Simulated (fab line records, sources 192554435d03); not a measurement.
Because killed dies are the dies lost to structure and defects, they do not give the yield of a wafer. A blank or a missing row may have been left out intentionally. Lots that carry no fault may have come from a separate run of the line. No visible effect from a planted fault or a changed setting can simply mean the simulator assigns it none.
2 desks, one fault | flow n5 finfet | what lay behind the numbers comes last; until then each desk has only its own

## AT THE TOOL OWNER'S DESK: ald metal-02
The tool's own readings at N5_BEOL_M8_ALD_77 (deposits TaN, target thk 2 nm, pulse time 2 s, purge time 3 s): means of the sampled wafers that have a number, for each lot that ran on this tool. A lot is out of limits, marked OUT, if its mean lies more than 4 standard deviations from the usual mean; the brackets give that distance.
Columns: A = heater power w at N5_BEOL_M8_ALD_77, usual 415 W
lot  | first seen here | A
L670 | day 11 01:57    | 411
L675 | day 12 11:48    | 402
L676 | day 12 16:01    | 396
L687 | day 16 01:18    | 446
L688 | day 16 02:34    | 395
This desk found nothing out of limits on any of the 5 lots.

## METROLOGY DESK
What the gauges read for every lot (on any tool): the sampled wafers with a number, averaged. A lot is out of limits, marked OUT, if its mean lies more than 4 standard deviations from the usual mean; the brackets give that distance. Only the readings that lie furthest out on some lot appear, 7 of the 24 it has.
Columns: A = COMB_M11 at N5_BEOL_M15_RC_MEAS_101, usual 1.48e-11 S/m; B = COMB_M14 at N5_BEOL_M15_RC_MEAS_101, usual 4.3e-12 S/m; C = SERP_M10 at N5_BEOL_M15_RC_MEAS_101, usual 3.03 ohm/um; D = SERP_M11 at N5_BEOL_M15_RC_MEAS_101, usual 3.08 ohm/um; E = SERP_M8 at N5_BEOL_M15_RC_MEAS_101, usual 13.8 ohm/um; F = SERP_M8_max_site at N5_BEOL_M15_RC_MEAS_101, usual 14.3 ohm/um; G = SERP_M9 at N5_BEOL_M15_RC_MEAS_101, usual 3.08 ohm/um
lot  | first seen here | A        | B       | C    | D    | E    | F    | G
L670 | day 13 05:48    | 1.88e-11 | 3.7e-12 | 3.05 | 3.07 | 14.4 | 14.8 | 3.21
L675 | day 14 19:04    | 1.64e-11 | 4.9e-12 | 3.00 | 3.16 | 15.4 | 16.4 | 3.16
L676 | day 14 19:04    | 1.39e-11 | 4.3e-12 | 3.02 | 3.09 | 14.6 | 14.8 | 3.08
L685 | day 16 21:24    | 1.49e-11 | 3.0e-12 | 3.09 | 3.08 | 13.5 | 14.0 | 3.16
L684 | day 17 03:53    | 1.43e-11 | 4.6e-12 | 3.01 | 3.02 | 13.9 | 14.6 | 3.04
L687 | day 17 23:56    | 1.21e-11 | 4.4e-12 | 3.02 | 3.15 | 13.8 | 14.1 | 3.08
L688 | day 18 13:47    | 1.86e-11 | 4.1e-12 | 3.15 | 3.18 | 13.3 | 13.9 | 3.04
This desk found nothing out of limits on any of the 7 lots.

## BROUGHT TOGETHER
The desk of the tool owner found nothing out of limits.
From the metrology desk's view, nothing was out of limits.

## WHAT WAS PUT IN BY THE SIMULATOR
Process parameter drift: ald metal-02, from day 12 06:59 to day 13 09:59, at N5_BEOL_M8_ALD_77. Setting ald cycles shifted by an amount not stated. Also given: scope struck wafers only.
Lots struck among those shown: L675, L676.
